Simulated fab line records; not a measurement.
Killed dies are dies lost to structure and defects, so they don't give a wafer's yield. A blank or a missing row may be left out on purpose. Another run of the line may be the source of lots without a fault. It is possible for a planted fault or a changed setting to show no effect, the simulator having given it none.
A struck lot beside a sound one -- flow n5Finfet -- 37 steps out of a route of 1938
Sound: the wafers L712.1, L712.2, L712.6. Struck: wafers L715.1, L715.5, L715.6. Last of all comes the cause.
Each step with rows lists, per side, the tool, then ch with its chambers, then its first start. Under that, the readings that differ: sound wafers -- struck wafers -- difference of the means -- sigmas: that difference in standard deviations of wafers without a fault.
alike: a reading whose means differ by less than 2 such deviations, as well as words and numbers matching on both sides. not compared: withheld readings; readings where some wafer has no value; bounds like >300 that might hide an equal value; numbers whose values overlap and for which the record gives no deviation.
The two part at a step that has a row with sigmas, a row that says differs or no value, or rows on one side only. Numbers that have no deviation but don't overlap get no sigmas and don't part them. Lack of a reading on every wafer of one side parts them only where that side has two or more wafers.

first, 9 steps without rows for these wafers: N5_BEOL_M4_ANNEAL_95 (time 240 s); N5_BEOL_M4_SPUTTER_96 (material Cu, target thk 4.5 nm, time 8.29 s); N5_BEOL_M4_ECD_50 (material Cu, target thk 300 nm); N5_BEOL_M4_ANNEAL_51 (time 90 s); N5_BEOL_M4_CMP_52 (polishes, stops on SiOC, t overpolish 6.8 s, target thk 40 nm); N5_BEOL_M4_PRE_CLEAN_60 (time 15 s); N5_BEOL_M4_CO_CAP_55 (material Co, precursor CCTBA/H2, target thk 2 nm, time 102.1 s); N5_BEOL_M4_PRE_CLEAN_56 (time 15 s); N5_BEOL_M4_DEP_57 (deposits SiCN from 3MS/NH3, target thk 8 nm, time 14 s).
N5_BEOL_M4_RC_MEAS_101:
  sound on prober-02 ch 0, day 10 18:38; struck on prober-02 ch 0, day 11 17:19
  alike: DIBL_N, DIBL_P, IOFF_N, IOFF_P, ION_N, ION_P, SS_N, SS_P, VT_N, VT_P
then, 24 steps without rows for these wafers: N5_BEOL_M5_ILD_DEP_00 (deposits SiCOH lowk from DEMS/porogen, target thk 140.64 nm, time 25.9 s); N5_BEOL_M5_CURE_79 (cures SiCOH lowk, time 240 s); N5_BEOL_M5_PECVD_70 (deposits SiO2 from TEOS/O2, target thk 16 nm, time 18 s); N5_BEOL_M5_HM_DEP_02 (deposits TiN, target thk 20 nm); N5_BEOL_M5_COAT_59 (time 60 s, resist thk 60 nm); N5_BEOL_M5_COAT_60 (time 60 s, resist thk 12 nm); N5_BEOL_M5_COAT_71 (time 60 s, resist thk 5 nm); N5_BEOL_M5_COAT_05 (resist thk 30 nm); N5_BEOL_M5_EBR_07; N5_BEOL_M5_SOFTBAKE_06 (time 60 s); N5_BEOL_M5_EXPOSE_08 (exposes mask M5, target cd 28 nm); N5_BEOL_M5_PEB_09 (peb time 60 s); N5_BEOL_M5_DEVELOP_10 (develop time 30 s); N5_BEOL_M5_DESCUM_16 (chemistry O2, time 7 s); N5_BEOL_M5_ETCH_72 (etches underlayer in N2/H2, target depth 6.5 nm, time 5.2 s); N5_BEOL_M5_ETCH_61 (etches SiARC in CF4, target depth 15.6 nm, time 26 s); N5_BEOL_M5_ETCH_62 (etches SOC in N2/H2, target depth 75 nm, overetch 15 nm, time 112.5 s); N5_BEOL_M5_STRIP_63 (strips in N2/H2); N5_BEOL_M5_STRIP_73 (strips in N2/H2); N5_BEOL_M5_STRIP_64 (strips in CF4); N5_BEOL_M5_HM_OPEN_17 (chemistry Cl2/BCl3, target TiN, target depth 20 nm, overetch 6 nm); N5_BEOL_M5_STRIP_19 (strips in O2); N5_BEOL_M5_COAT_65 (time 60 s, resist thk 60 nm); N5_BEOL_M5_COAT_66 (time 60 s, resist thk 12 nm).
N5_BEOL_M9_ETCH_65: etches SiARC in CF4, target depth 15.6 nm, time 26 s.
  sound on rieDiel-02 ch 2,3, day 12 16:55; struck on rieDiel-02 ch 0,1, day 13 13:46
  no value came back on the struck wafers for any of 9 readings (biasW (W), cf4FlowSccm (sccm) and others); on the sound wafers biasW (W) reads 36.04 36.05 36.19
reading,sound,struck,difference,sigmas
model.CAR-EUV_of_BEOL_M9_COAT_22.thkNm (nm),11.2 11.2 11,20.4 20.4 20.4,+9.3,
  not compared: rfHoursCounterH
N5_BEOL_M9_ETCH_66: etches SOC in N2/H2, target depth 80 nm, overetch 16 nm, time 120 s.
  sound on rieDiel-02 ch 2,3, day 12 16:56; struck on rieDiel-02 ch 0,1, day 13 13:48
reading,sound,struck,difference,sigmas
oesProductAu (a.u.),0.55 0.51 0.55,0.34 0.35 0.36,-0.19,-3
rfVppV (V),523.8 522.5 523.7,527.6 529.4 525.7,+4.2,+2
showerheadPlenumPTorr (Torr),2.54 2.50 2.54,2.73 2.73 2.58,+0.15,+2
throttleValvePct (%),18.4 18.4 18.3,17.7 17.7 17.5,-0.7,-2
  alike: biasW, chamberPressureMTorr, drypumpMotorCurrentA, h2FlowSccm
  not compared: rfHoursCounterH
-- a jump in the record: the struck wafers' starts before and after are 2 days apart (it breaks off in module BEOL_M9 and resumes in module PASSIVATION, where the first step shown is number 1936 of the route) --
N5_PASSIVATION_PROBE_49:
  struck on prober-02, day 15 18:53; sound on prober-01, day 15 01:58
reading,sound,struck,difference,sigmas
defectLimitedYield (%),89.0,0 0 0,-89,-64
killed_at_M4_up,24,1082 1048 1079,+1046,+99 or more
killedAtContacts,32,26 16 12,-14,-2
killedDies,130,1180 1180 1180,+1050,+62
killedOnRim,20,152 152 152,+132,+35
sort_bin_5_function (%),6.1,95.8 95.4 96.3,+89.7,+96
sortNPass,1050,0 0 0,-1050,-66
sortYieldPct (%),89.0,0 0 0,-89,-64
  alike: killed_at_M0_to_M3, killedAtFrontEnd, killedAtOther, killedOpen, killedShort, sort_bin_6_memory

== WHERE THEY PART ==
At N5_BEOL_M9_ETCH_65 first; at N5_PASSIVATION_PROBE_49 last (within this record only).

WHY: what had been put in by the simulator
Skipped step whole: rieDiel-02, from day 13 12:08 on, at N5_BEOL_M9_ETCH_65. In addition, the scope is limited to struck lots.
